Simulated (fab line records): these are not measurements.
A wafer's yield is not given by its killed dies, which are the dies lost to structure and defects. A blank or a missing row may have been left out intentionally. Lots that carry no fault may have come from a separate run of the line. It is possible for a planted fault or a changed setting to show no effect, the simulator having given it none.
8D (eight disciplines) problem report, filled in by code | flow n5-finfet | the parts of the form that need people (team, actions taken, sign-off) are left out

## 1. WHAT WENT WRONG
At N5_BEOL_M4_COAT_05, spin-speed-rpm averages 1370.7 rpm over 6 wafers from 2 lots, while fault-free wafers read 1500.0 rpm, standard deviation 0.98. That is -99 or more standard deviations from the usual mean.
The step: resist thk 30 nm.
First observed at day 9 12:00: wafer L712.1, on litho-track-05. Wafers with a number at this step in the record: 12, from 4 lots. The rule behind "out" and "out of limits": a value lying over 4 standard deviations away from the usual mean. The rest of the wafers with a number are treated as sound.

## 2. WHAT IT IS AND WHAT IT IS NOT
question                    | is                     | is not
which readings at this step | spin-speed-rpm         | dispense-pressure-kPa
which lots                  | L712, L714             | L707, L724
which wafers of those lots  | all that have a number | -
read on which tools         | litho-track-05         | litho-track-02
when                        | from day 9 12:00       | up to then (3 sound wafers); but 3 sound wafers of L724 came after

## 3. WHAT RULES OUT EACH SUSPECT
Counting: a tool stays on the suspect list if, at a process step up to the reading, it processed all lots that are out and no sound lot following the first of them.
- litho-track-05 at N5_BEOL_M4_COAT_05 (resist thk 30 nm): kept. It processed each lot that is out, first L712 at day 9 12:00, and no sound lot thereafter; up to then, the last sound lot it processed was L707 at day 8 09:50. Its own readings are out on those wafers: spin-speed-rpm.
Remaining after the count: litho-track-05 at N5_BEOL_M4_COAT_05.

## 4. THE CAUSE (what the simulator had put in)
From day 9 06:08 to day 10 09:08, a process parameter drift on litho-track-05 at N5_BEOL_M4_COAT_05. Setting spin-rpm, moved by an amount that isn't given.
Only this tool survived the counting.

## 5. SEQUENCE OF EFFECTS, ordered by route
One row per reading whose mean, taken over the struck wafers that have a number, lies over 3 standard deviations from the usual. Scope: only readings with a usual standard deviation given in the record; hours: median across lots of the time from each lot's start at the first step in this table that gives one to its start at this step; sigmas: change in usual standard deviations.
hours | step               | reading        | usual      | on struck wafers | change | sigmas
0     | N5_BEOL_M4_COAT_05 | spin-speed-rpm | 1500.0 rpm | 1370.7           | -129.3 | -99 or more
It contains these process steps:
- N5_BEOL_M4_COAT_05: resist thk 30 nm.
At these later measuring or inspecting steps, every struck wafer for which the step has a row has a number for every such reading, and none has moved that far: N5_BEOL_M4_RC_MEAS_101.

## 6. WHAT WOULD HAVE CAUGHT IT SOONER
In this record the first reading out of limits was taken at day 9 12:00, 6 hours after the fault began at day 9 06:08.
